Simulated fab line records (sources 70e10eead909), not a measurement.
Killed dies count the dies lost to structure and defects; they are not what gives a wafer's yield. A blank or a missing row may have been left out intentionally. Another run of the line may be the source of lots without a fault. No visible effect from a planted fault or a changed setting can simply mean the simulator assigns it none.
fab line records	flow nandHarc
[record] lots = 10	wafers = 30	lastDay = 34
route steps=1302 shown P_ZERO_WELL@16 P_STI@89
lots that met no fault: from a run of the same line without faults
startH: start of the lot's first displayed wafer, in hours after the record's first day	waitH: hours from the lot's prior step to this one	" repeats the value in the row above	L1.1+2: a single row standing in for several wafers	- either no value or no given start	* or withheld: withheld	< > ~ a bound
route shown NAME@n: a module of which the file shows steps, and the number in the route of the first	usual: mean and standard deviation over wafers with no fault	same: alike in all rows	chamber/n: place in a boat	sites: the reading at each site	_std_site: standard deviation of those values	_edge_site: inner sites' mean taken away from outer sites' mean	radiusMm: for every site, how far away it sits from the centre of the wafer	mask NAME#n: copy n	behind: the tool/chamber that last shaped the wafer	hold: what put the lot on hold/how long, in hours/how the hold closed	device: which transistor (n, p or np) failed to switch	end of line: the same wafers' tests at the end of the route	a step without rows: its recipe alone	killed: the dies lost at the first sort to structure and to defects; this is not the yield of the wafer	map: a wafer's dies, x killed, . not, _ none there
set.NAME: the setting that was run; set.NAME@STEP: the one run at that earlier step	model.NAME: the simulator's own value behind a step, which no gauge read
route steps across a sampled set of lots; one table per step, one row per wafer
services: when a tool's chamber went out of use (startH, in hours from the record's first day, below 0 if earlier), for how many hours, and the reason
[[steps]]
[step NHARC_P_ZERO_WELL_DESCUM_13]
[recipe] timeS = 3	o2FlowSccm = 200	arFlowSccm = 0	biasPowerW = 0	chemistry = O2
[usual] chamberPressureMTorr = 60.00/0.055	drypumpMotorCurrentA = 5.72/0.28	oesProductAu = 1.002/0.0091	rfVppV = 57.6/0.86	showerheadPlenumPTorr = 1.88/0.067	throttleValvePct = 11.311/0.009
[same] timeS = 3
lot.wafer	tool	chamber	startH	waitH	chamberPressureMTorr	drypumpMotorCurrentA	oesProductAu	rfHoursCounterH	rfVppV	showerheadPlenumPTorr	throttleValvePct
L697.1	rieDiel-10	1	31.41	-	60.01	5.59	0.998	36	57.8	1.80	11.302
L697.6	"	0	"	"	60.03	5.86	1.004	-	56.0	1.92	11.299
L697.5	"	1	"	"	60.13	5.58	0.994	-	57.7	1.80	11.304
L702.2	rieDiel-10	1	81.29	-	60.01	5.60	0.981	0	57.1	1.80	11.309
L702.3	"	3	"	"	60.07	5.99	1.009	0	57.8	1.95	11.305
L702.6	"	3	"	"	59.99	6.00	1.014	-	56.1	1.95	11.301
L704.4	rieDiel-10	3	101.40	-	59.95	6.00	1.021	3	58.5	1.95	11.302
L704.2	"	1	"	"	59.99	5.59	0.996	4	59.0	1.80	11.312
L704.5	"	3	"	"	59.96	6.00	1.019	-	58.5	1.95	11.303
L711.1	rieDiel-08	3	171.42	-	60.06	5.92	1.008	51	57.4	1.89	11.320
L711.3	"	0	"	"	59.94	5.77	1.003	54	56.1	1.80	11.305
L711.5	"	3	"	"	60.04	5.93	0.998	-	56.8	1.89	11.303
L713.3	rieDiel-10	2	191.28	-	60.06	5.19	1.008	31	57.8	1.94	11.314
L713.1	"	0	"	"	59.97	5.84	0.999	30	57.4	1.91	11.326
L713.5	"	2	"	"	59.96	5.17	1.007	-	59.7	1.94	11.312
L714.4	rieDiel-01	0	201.63	-	59.91	5.45	0.994	55	57.3	1.89	11.320
L714.3	"	1	"	"	59.90	6.07	0.999	52	57.4	1.90	11.307
L714.2	"	2	"	"	59.99	6.09	0.988	54	57.5	1.85	11.314
L715.2	rieDiel-10	1	211.42	-	60.03	5.60	0.993	41	58.1	1.78	11.305
L715.5	"	3	"	"	59.95	5.99	1.015	-	58.5	1.94	11.303
L715.6	"	0	"	"	59.95	5.84	1.006	-	58.1	1.91	11.317
L717.3	rieDiel-08	1	231.30	-	59.96	5.50	1.011	15	58.8	2.07	11.325
L717.1	"	2	"	"	60.07	5.83	1.007	14	56.7	1.83	11.320
L717.6	"	0	"	"	59.99	5.74	0.995	-	57.4	1.79	11.292
L718.3	rieDiel-01	1	241.39	-	60.08	6.07	1.009	6	58.4	1.90	11.314
L718.2	"	2	"	"	60.00	6.13	0.993	7	57.3	1.84	11.321
L718.1	"	0	"	"	60.08	5.48	0.999	8	56.8	1.89	11.307
L719.3	rieDiel-08	3	251.39	-	59.95	5.91	0.995	15	57.7	1.88	11.312
L719.1	"	0	"	"	60.00	5.75	0.994	16	57.8	1.79	11.316
L719.2	"	1	"	"	60.03	5.48	1.001	18	57.6	2.07	11.310
[step NHARC_P_ZERO_WELL_DESCUM_39]
[recipe] timeS = 3	o2FlowSccm = 200	arFlowSccm = 0	biasPowerW = 0	chemistry = O2
[usual] chamberPressureMTorr = 60.00/0.047	drypumpMotorCurrentA = 5.75/0.27	oesProductAu = 1.001/0.0083	rfVppV = 57.6/0.89	showerheadPlenumPTorr = 1.87/0.06	throttleValvePct = 11.311/0.0093
[same] timeS = 3
lot.wafer	tool	chamber	startH	waitH	chamberPressureMTorr	drypumpMotorCurrentA	oesProductAu	rfHoursCounterH	rfVppV	showerheadPlenumPTorr	throttleValvePct
L697.1	rieDiel-10	2	34.39	-	59.92	5.18	1.002	42	57.2	1.96	11.298
L697.6	"	2	"	"	60.04	5.18	1.007	-	56.9	1.96	11.311
L697.5	"	3	"	"	60.00	6.01	1.012	-	58.3	1.96	11.304
L702.2	rieDiel-08	0	84.26	-	60.01	5.76	1.006	23	57.5	1.81	11.310
L702.3	"	3	"	"	60.03	5.91	0.993	23	56.7	1.90	11.299
L702.6	"	1	"	"	60.00	5.47	1.003	-	56.1	1.78	11.311
L704.2	rieDiel-01	2	104.41	-	59.99	6.07	0.992	23	56.8	1.86	11.318
L704.4	"	1	"	"	60.01	6.10	0.995	22	57.3	1.91	11.319
L704.5	"	3	"	"	60.07	5.66	1.005	-	57.8	1.87	11.319
L711.3	rieDiel-10	1	174.29	-	60.04	5.60	0.987	30	57.4	1.79	11.313
L711.1	"	3	"	"	59.96	6.01	1.012	25	59.5	1.94	11.315
L711.5	"	0	"	"	60.00	5.85	1.012	-	58.1	1.91	11.307
L713.1	rieDiel-10	0	194.36	-	59.99	5.86	1.016	31	57.9	1.91	11.310
L713.3	"	1	"	"	60.00	5.61	0.999	35	57.2	1.79	11.311
L713.5	"	0	"	"	59.95	5.83	1.019	-	58.9	1.91	11.298
L714.4	rieDiel-10	2	204.75	-	59.92	5.20	1.007	36	57.0	1.94	11.333
L714.2	"	3	"	"	59.98	6.00	1.006	34	59.2	1.94	11.310
L714.3	"	0	"	"	59.97	5.84	1.005	34	59.0	1.91	11.313
L715.2	rieDiel-01	0	214.64	-	60.06	5.42	0.998	0	57.3	1.89	11.298
L715.5	"	1	"	"	60.07	6.08	0.999	-	58.4	1.90	11.322
L715.6	"	2	"	"	59.98	6.08	0.997	-	56.7	1.84	11.326
L717.3	rieDiel-01	3	234.02	-	59.96	5.71	0.999	7	58.2	1.86	11.335
L717.1	"	0	"	"	59.98	5.46	1.003	7	57.2	1.89	11.296
L717.6	"	3	"	"	59.93	5.70	1.009	-	57.5	1.86	11.315
L718.3	rieDiel-10	1	244.27	-	60.10	5.58	0.985	50	57.3	1.78	11.317
L718.2	"	3	"	"	59.96	6.00	1.006	48	56.9	1.93	11.333
L718.1	"	0	"	"	59.95	5.82	1.014	46	56.4	1.90	11.327
L719.3	rieDiel-08	1	254.30	-	60.07	5.52	1.008	19	57.8	2.07	11.304
L719.1	"	2	"	"	59.98	5.82	1.000	16	55.8	1.83	11.320
L719.2	"	3	"	"	60.08	5.94	1.007	16	57.4	1.88	11.304
[step NHARC_P_ZERO_WELL_EXPOSE_49]
[recipe] na = 0.6	targetCdNm = 2000	doseMj = 22.64	maskId = P_HVPW
[usual] stageVelMmS = 500.00/0.23
lot.wafer	tool	chamber	startH	waitH	mask	stageVelMmS
L697.1	krfScanner-01	0	35.59	-	P_HVPW#0	500.39
L697.5	"	0	"	"	P_HVPW#0	500.16
L697.6	"	0	"	"	P_HVPW#0	499.97
L702.2	krfScanner-04	0	85.58	-	P_HVPW_R1#0	500.07
L702.3	"	0	"	"	P_HVPW_R1#0	500.13
L702.6	"	0	"	"	P_HVPW_R1#0	499.92
L704.2	krfScanner-02	0	105.73	-	P_HVPW#0	499.83
L704.4	"	0	"	"	P_HVPW#0	499.99
L704.5	"	0	"	"	P_HVPW#0	500.25
L711.1	krfScanner-04	0	175.48	-	P_HVPW#0	499.78
L711.3	"	0	"	"	P_HVPW#0	499.91
L711.5	"	0	"	"	P_HVPW#0	500.18
L713.1	krfScanner-04	0	195.67	-	P_HVPW#0	500.09
L713.3	"	0	"	"	P_HVPW#0	499.91
L713.5	"	0	"	"	P_HVPW#0	500.00
L714.2	krfScanner-04	0	205.95	-	P_HVPW#0	500.36
L714.3	"	0	"	"	P_HVPW#0	499.99
L714.4	"	0	"	"	P_HVPW#0	499.84
L715.2	krfScanner-02	0	215.94	-	P_HVPW#0	500.24
L715.5	"	0	"	"	P_HVPW#0	499.96
L715.6	"	0	"	"	P_HVPW#0	500.19
L717.1	krfScanner-04	0	235.35	-	P_HVPW#0	500.41
L717.3	"	0	"	"	P_HVPW#0	500.42
L717.6	"	0	"	"	P_HVPW#0	500.21
L718.1	krfScanner-01	0	245.60	-	P_HVPW#0	500.06
L718.2	"	0	"	"	P_HVPW#0	499.97
L718.3	"	0	"	"	P_HVPW#0	499.86
L719.1	krfScanner-02	0	255.62	-	P_HVPW#0	499.84
L719.2	"	0	"	"	P_HVPW#0	499.96
L719.3	"	0	"	"	P_HVPW#0	499.85
[step NHARC_P_ZERO_WELL_CD_MEAS_52]
[recipe] targetCdNm = 2000	landingEnergyEv = 500
[usual] cdNm = 2000.3/1.7
lot.wafer	tool	chamber	startH	waitH	cdNm
L697.1	cdSem-01	0	35.74	-	2002.2
L697.5	"	0	"	"	2001.2
L697.6	"	0	"	"	2002.6
L702.2	cdSem-03	0	85.74	-	1970.7
L702.3	"	0	"	"	1972.1
L702.6	"	0	"	"	1973.1
L704.2	cdSem-01	0	105.89	-	2003.8
L704.4	"	0	"	"	2000.9
L704.5	"	0	"	"	2002.8
L711.1	cdSem-02	0	175.64	-	1997.3
L711.3	"	0	"	"	2000.0
L711.5	"	0	"	"	1999.8
L713.1	cdSem-02	0	195.83	-	2001.0
L713.3	"	0	"	"	1999.7
L713.5	"	0	"	"	1999.6
L714.2	cdSem-01	0	206.11	-	2000.9
L714.3	"	0	"	"	1999.6
L714.4	"	0	"	"	2000.7
L715.2	cdSem-02	0	216.09	-	1998.9
L715.5	"	0	"	"	2001.0
L715.6	"	0	"	"	1999.9
L717.1	cdSem-01	0	235.50	-	1998.1
L717.3	"	0	"	"	1998.1
L717.6	"	0	"	"	2000.1
L718.1	cdSem-01	0	245.75	-	2000.5
L718.2	"	0	"	"	1998.4
L718.3	"	0	"	"	2000.3
L719.1	cdSem-03	0	255.78	-	1997.0
L719.2	"	0	"	"	1998.9
L719.3	"	0	"	"	1998.1
[step NHARC_P_STI_ETCH_31]
[recipe] targetDepthA = 1089	timeS = 54.5	cf4FlowSccm = 100	chf3FlowSccm = 30	arFlowSccm = 0	rfW = 500	biasW = 200	chemistry = CF4/CHF3
[usual] chamberPressureMTorr = 24.995/0.023	drypumpMotorCurrentA = 5.6/0.5	oesProductAu = 0.960/0.019	rfVppV = 370.0/2.7	showerheadPlenumPTorr = 1.56/0.08	throttleValvePct = 16.802/0.0089
[same] timeS = 54.5
lot.wafer	tool	chamber	startH	waitH	chamberPressureMTorr	drypumpMotorCurrentA	oesProductAu	rfHoursCounterH	rfVppV	showerheadPlenumPTorr	throttleValvePct
L697.1	rieDiel-09	1	-	-	24.977	4.7	0.976	5.6	367.0	1.47	16.808
L697.6	"	3	"	"	25.010	5.0	0.967	-	367.8	1.48	16.809
L697.5	"	0	"	"	24.982	5.7	0.975	-	373.0	1.65	16.799
L702.2	rieDiel-13	0	-	-	24.999	5.8	0.968	8.3	368.2	1.49	16.819
L702.3	"	1	"	"	24.987	6.5	0.985	7.6	369.1	1.50	16.798
L702.6	"	1	"	"	25.004	6.5	0.982	-	368.0	1.50	16.811
L704.2	rieDiel-09	2	-	-	24.999	6.3	0.945	9.4	373.1	1.65	16.794
L704.4	"	0	"	"	25.005	5.7	0.945	8.4	372.4	1.65	16.817
L704.5	"	3	"	"	24.981	5.0	0.945	-	369.0	1.48	16.806
L711.3	rieDiel-12	3	-	-	24.972	6.0	0.975	4.4	369.6	1.50	16.806
L711.1	"	1	"	"	24.979	5.2	0.970	4.7	374.3	1.68	16.819
L711.5	"	3	"	"	24.970	6.0	0.981	-	367.8	1.50	16.793
L713.1	rieDiel-12	0	-	-	24.985	5.6	0.990	4.1	367.0	1.48	16.804
L713.3	"	2	"	"	24.970	6.0	0.967	5.6	372.4	1.62	16.796
L713.5	"	0	"	"	24.963	5.6	0.977	-	367.9	1.48	16.810
L714.3	rieDiel-12	2	-	-	24.980	6.0	0.939	5.8	371.4	1.62	16.820
L714.2	"	0	"	"	24.988	5.7	0.924	4.3	366.0	1.48	16.793
L714.4	"	1	"	"	25.018	5.2	0.928	5.5	374.6	1.68	16.790
L715.2	rieDiel-09	3	-	-	24.987	5.0	0.959	4.5	366.9	1.48	16.789
L715.5	"	2	"	"	25.018	6.3	0.962	-	374.4	1.65	16.799
L715.6	"	3	"	"	24.964	5.0	0.961	-	368.0	1.48	16.814
L717.1	rieDiel-12	0	-	-	24.963	5.7	0.941	6.1	366.9	1.48	16.792
L717.3	"	1	"	"	24.989	5.2	0.903	7.4	374.6	1.68	16.794
L717.6	"	0	"	"	24.987	5.7	0.938	-	368.6	1.48	16.792
L718.1	rieDiel-12	3	-	-	24.959	6.1	0.969	7.0	366.3	1.49	16.819
L718.2	"	0	"	"	25.028	5.6	0.962	6.3	368.0	1.48	16.794
L718.3	"	1	"	"	25.051	5.2	0.949	7.7	375.1	1.68	16.797
L719.1	rieDiel-13	1	-	-	24.991	6.5	0.936	8.1	370.1	1.49	16.790
L719.3	"	2	"	"	24.973	5.2	0.922	8.9	372.5	1.58	16.801
L719.2	"	3	"	"	25.001	5.4	0.926	8.4	370.4	1.62	16.796
[[services]]
tool	chamber	startH	hours	kind
krfScanner-04	-	10.00	4.0	pm
rieDiel-10	0	12.44	4.0	repair
rieDiel-08	-	13.86	9.0	pm
rieDiel-08	2	24.36	2.8	repair
rieDiel-01	-	28.59	9.0	pm
rieDiel-12	3	43.34	11.5	repair
rieDiel-08	-	48.07	0.4	repair
rieDiel-10	-	70.43	9.0	pm
krfScanner-04	-	76.31	1.5	repair
rieDiel-10	0	80.15	10.8	repair
rieDiel-10	3	87.92	6.3	repair
rieDiel-12	-	91.40	9.0	pm
rieDiel-12	0	102.85	5.5	repair
rieDiel-01	2	117.78	10.0	repair
rieDiel-12	3	131.25	1.4	repair
rieDiel-12	0	149.07	2.9	repair
rieDiel-12	3	160.57	3.1	repair
krfScanner-04	-	168.42	0.4	repair
krfScanner-04	-	182.00	4.0	pm
rieDiel-08	-	193.53	9.0	pm
krfScanner-04	-	199.05	0.3	repair
rieDiel-01	-	205.61	9.0	pm
rieDiel-12	2	232.34	4.2	repair
rieDiel-10	-	247.43	9.0	pm
[[key]]
[firstSign] step = NHARC_P_ZERO_WELL_EXPOSE_49	reading = mask	direction = changed
[effect] step = NHARC_P_ZERO_WELL_CD_MEAS_52	reading = cdNm	direction = down	sigmas = 17	usual = 2000.3	struck = 1972.0
metAt NHARC_P_ZERO_WELL_EXPOSE_49
struckLots L702
testerLeftOut L702
notActingAt NHARC_P_ZERO_WELL_DESCUM_13,NHARC_P_ZERO_WELL_DESCUM_39,NHARC_P_STI_ETCH_31
[fault] kind = wrongMask	tool = any	chamber = -	onsetH = 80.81	steps = NHARC_P_ZERO_WELL_EXPOSE_49	auxCopy = P_HVPW_R1#0	cdOffsetNm = -29.04	scope = struckLotsOnly
// testerLeftOut: of these lots the tester's yield and bins aren't shown, on N5 and GAA mostly nor the transistor test; their killed dies are dies lost to structure and defects alone, not to doping, threshold or leakage, so they don't give the yield
